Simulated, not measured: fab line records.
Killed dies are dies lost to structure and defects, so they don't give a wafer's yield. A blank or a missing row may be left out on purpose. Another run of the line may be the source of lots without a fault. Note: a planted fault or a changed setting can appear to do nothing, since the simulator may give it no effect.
Split-lot experiment + flow n5Finfet + on a route of 1938 steps: 7 lots, 21 wafers read

== SPLIT DETAILS ==
At N5_BEOL_M2_TRENCH_ETCH_37 (etches SiOC in C4F6/O2, target depth 55.555 nm, time 29.2 s), the setting timeS was moved away from the recipe's 29.2 s on 4 of the 21 wafers read, by -16.3% to +19.5%. This setting was run at the recipe's value on the other wafers.

== FROM THE SPLIT TO THE READING: what the file shows between them, 2 steps ==
- N5_BEOL_M2_ETCH_41: etches SiCN in CH3F/O2, target depth 29.9 nm, time 52.5 s
- N5_BEOL_M2_STRIP_97: strips in N2/H2, time 10 s

== THE READING ==
trenchDepthNm, in nm, at N5_BEOL_M2_OCD_MEAS_38. Typical for fault-free wafers on this fab line: 55.7 nm, with standard deviation 1 nm.

| wafer  | tool, chamber at the split | timeS as run, s | against the recipe | trenchDepthNm, nm | against lot-mates on the recipe |
|--------|----------------------------|-----------------|--------------------|-------------------|---------------------------------|
| L074.1 | rieDiel-06, 1              | 29.2            | recipe             | 55.9              | -                               |
| L074.2 | rieDiel-06, 2              | 29.2            | recipe             | 55.0              | -                               |
| L074.5 | rieDiel-06, 1              | 29.2            | recipe             | 56.3              | -                               |
| L082.2 | rieDiel-06, 1              | 29.2            | recipe             | 56.8              | -                               |
| L082.5 | rieDiel-06, 0              | 29.2            | recipe             | 56.1              | -                               |
| L082.6 | rieDiel-06, 1              | 25.93           | -11.2%             | 50.5              | -6.0                            |
| L084.4 | rieDiel-04, 3              | 34.88           | +19.5%             | 66.8              | +11.3                           |
| L084.5 | rieDiel-04, 2              | 29.2            | recipe             | 54.3              | -                               |
| L084.6 | rieDiel-04, 1              | 29.2            | recipe             | 56.6              | -                               |
| L086.1 | rieDiel-03, 0              | 29.2            | recipe             | 56.0              | -                               |
| L086.4 | rieDiel-03, 2              | 29.2            | recipe             | 56.6              | -                               |
| L086.5 | rieDiel-03, 3              | 29.2            | recipe             | 57.3              | -                               |
| L091.1 | rieDiel-04, 2              | 29.2            | recipe             | 55.7              | -                               |
| L091.4 | rieDiel-04, 3              | 24.44           | -16.3%             | 47.2              | -9.1                            |
| L091.5 | rieDiel-04, 1              | 29.2            | recipe             | 57.0              | -                               |
| L092.3 | rieDiel-06, 2              | 29.2            | recipe             | 54.3              | -                               |
| L092.5 | rieDiel-06, 1              | 29.2            | recipe             | 56.3              | -                               |
| L092.6 | rieDiel-06, 0              | 29.2            | recipe             | 55.5              | -                               |
| L093.3 | rieDiel-06, 0              | 31.24           | +7.0%              | 59.3              | +4.2                            |
| L093.4 | rieDiel-06, 3              | 29.2            | recipe             | 54.9              | -                               |
| L093.6 | rieDiel-06, 0              | 29.2            | recipe             | 55.3              | -                               |

THE FIT
A straight line over all 21 wafers: trenchDepthNm changes by +0.535 nm for each +1% of timeS; r = +0.97; the points scatter about the line by 0.84 nm.
The same after taking each lot's own level away (the mean of its wafers on the recipe; 21 wafers): +0.569 nm for each +1%; r = +0.99; scatter 0.64 nm.
The reading moves by 11 nm for the largest change in timeS, on that fit.
Measured against the standard deviation above, the lots' own levels, which go from 55.10 to 56.63 nm, span 1.5 times it.
Hence the lot-to-lot level has little effect on the slope; both slopes agree.
Check: for one of the wafers moved furthest among these (+19.5%), held out of the fit, the line's prediction against its lot-mates is +10.9 nm. It came out at +11.3 nm against them.

== OTHER SPLITS ON THESE WAFERS ==
Before the reading, these wafers also passed through other splits. Each is held against what the fit with the lots' levels taken away leaves over:
| other split on the same wafers           | wafers away from the commonest value | r with trenchDepthNm (lot level and that fit taken away) |
|------------------------------------------|--------------------------------------|----------------------------------------------------------|
| N5_MOL_CONTACT_COAG_EXPOSE_81 doseMj     | 6                                    | +0.01                                                    |
| N5_MOL_CONTACT_COAG_EXPOSE_37 doseMj     | 10                                   | +0.06                                                    |
| N5_MOL_CONTACT_COAG_ETCH_67 sourceW      | 5                                    | +0.23                                                    |
| N5_BEOL_M0_SAQP_SPACER1_ALD_98 aldCycles | 6                                    | +0.00                                                    |
| N5_BEOL_M1_ILD_DEP_00 timeS              | 7                                    | +0.15                                                    |
| N5_BEOL_M1_EXPOSE_25 doseMj              | 4                                    | -0.50                                                    |
| N5_BEOL_M2_ETCH_69 biasW                 | 8                                    | -0.38                                                    |

== THE WHOLE CHAIN: every reading that the file lists as answering this split, in the file's order ==
| step                      | what it does                                                | reading                                                                 | change (the file's fit)               | r (the file's) |
|---------------------------|-------------------------------------------------------------|-------------------------------------------------------------------------|---------------------------------------|----------------|
| N5_BEOL_M2_TRENCH_ETCH_37 | etches SiOC in C4F6/O2, target depth 55.555 nm, time 29.2 s | etch.depthNm (the simulator's own value, which no gauge read)           | +0.554 nm for each +1% of the setting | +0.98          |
| N5_BEOL_M2_TRENCH_ETCH_37 | etches SiOC in C4F6/O2, target depth 55.555 nm, time 29.2 s | BEOL_M2.featureDepthNm (the simulator's own value, which no gauge read) | +0.555 nm for each +1% of the setting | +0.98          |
| N5_BEOL_M2_OCD_MEAS_38    |                                                             | trenchDepthNm                                                           | +0.57 nm for each +1% of the setting  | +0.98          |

== FILE'S OWN FIT ==
trenchDepthNm changes by +0.57 nm for each +1% of timeS, r = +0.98.
